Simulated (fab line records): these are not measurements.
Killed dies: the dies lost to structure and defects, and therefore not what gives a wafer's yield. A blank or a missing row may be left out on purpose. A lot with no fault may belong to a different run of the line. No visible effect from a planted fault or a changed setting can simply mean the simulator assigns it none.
3 desks looking at one fault ; flow n5Finfet ; each desk holds nothing but its own numbers, with what lay behind them at the end

THE DEFECT DESK
Lot by lot, what the route's inspections counted, given as the mean of those sampled wafers with a number. Any lot whose mean is over 4 standard deviations away from the usual mean is out of limits and marked OUT; that distance is given in the brackets.
Columns: A = rawDefectCount at N5_BEOL_M3_INSPECT_30, usual 406
lot;first seen here;A
L732;day 8 10:50;353
L740;day 10 06:34;1002 (+5.4) OUT
L743;day 11 08:35;692
L744;day 11 12:49;369
This desk finds L740 out of limits, L740 being first, at day 10 06:34 (rawDefectCount at N5_BEOL_M3_INSPECT_30). Within limits: L732, L743, L744.

FROM THE METROLOGY DESK
Lot by lot, what the gauges showed, no matter which tool ran the lot: averages of those sampled wafers that carry a number. Any lot whose mean is over 4 standard deviations away from the usual mean is out of limits and marked OUT; that distance is given in the brackets. Only the readings that lie furthest out on some lot appear, 7 of the 10 it has.
Columns: A = DIBL_N at N5_BEOL_M4_RC_MEAS_101, usual 36.5 mV/V; B = DIBL_P at N5_BEOL_M4_RC_MEAS_101, usual 36.6 mV/V; C = IOFF_P at N5_BEOL_M4_RC_MEAS_101, usual 0.21 nA/um; D = ION_N at N5_BEOL_M4_RC_MEAS_101, usual 674 uA/um; E = ION_P at N5_BEOL_M4_RC_MEAS_101, usual 460 uA/um; F = SS_P at N5_BEOL_M4_RC_MEAS_101, usual 73.4 mV/dec; G = VT_P at N5_BEOL_M4_RC_MEAS_101, usual -250 mV
lot;first seen here;A;B;C;D;E;F;G
L732;day 9 03:25;36.1;33.7;0.20;668;461;72.6;-249
L740;day 11 02:05;36.8;36.8;0.18;670;450;73.5;-254
L743;day 12 01:53;38.3;38.9;0.23;678;460;74.0;-249
L744;day 12 04:24;37.8;36.5;0.17;656;445;73.1;-257
Result from this desk: across the 4 lots, nothing is out of limits.

FOR THE TOOL OWNER'S DESK: rieMetal-02
The tool's own readings at N5_BEOL_M3_HM_OPEN_17 (chemistry Cl2/BCl3, target TiN, target depth 20 nm, overetch 6 nm): means of the sampled wafers that have a number, for each lot that ran on this tool. Any lot whose mean is over 4 standard deviations away from the usual mean is out of limits and marked OUT; that distance is given in the brackets.
Columns: A = drypumpMotorCurrentA at N5_BEOL_M3_HM_OPEN_17, usual 5.6 A; B = oes_ar_750_au at N5_BEOL_M3_HM_OPEN_17, usual 0.80 a.u.; C = oesProductAu at N5_BEOL_M3_HM_OPEN_17, usual 0.67 a.u.; D = rfFwdPowerW at N5_BEOL_M3_HM_OPEN_17, usual 993 W; E = throttleValvePct at N5_BEOL_M3_HM_OPEN_17, usual 22.03 %
lot;first seen here;A;B;C;D;E
L732;day 8 10:15;5.4;0.74;0.61;994;21.89
L740;day 10 05:52;5.2;0.92;0.77;994;21.76
L743;day 11 07:56;5.3;0.95;0.77;994;21.78
Result from this desk: across the 3 lots, nothing is out of limits.

TAKEN TOGETHER
The defect desk could have raised an alarm at day 10 06:34, on L740.
The metrology desk saw nothing out of limits.
The desk of the tool owner found nothing out of limits.
The metrology desk has L740 on record, within its limits.
On record at the tool owner's desk: L740, within its limits.
The lots listed all ran N5_BEOL_M3_HM_OPEN_17 on rieMetal-02.

WHAT THE SIMULATOR HAD PUT IN
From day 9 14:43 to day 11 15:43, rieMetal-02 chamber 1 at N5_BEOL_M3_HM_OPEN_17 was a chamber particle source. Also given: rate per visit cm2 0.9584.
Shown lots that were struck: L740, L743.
Hours from the fault's start to each desk's first reading out of limits: the defect desk, 16.
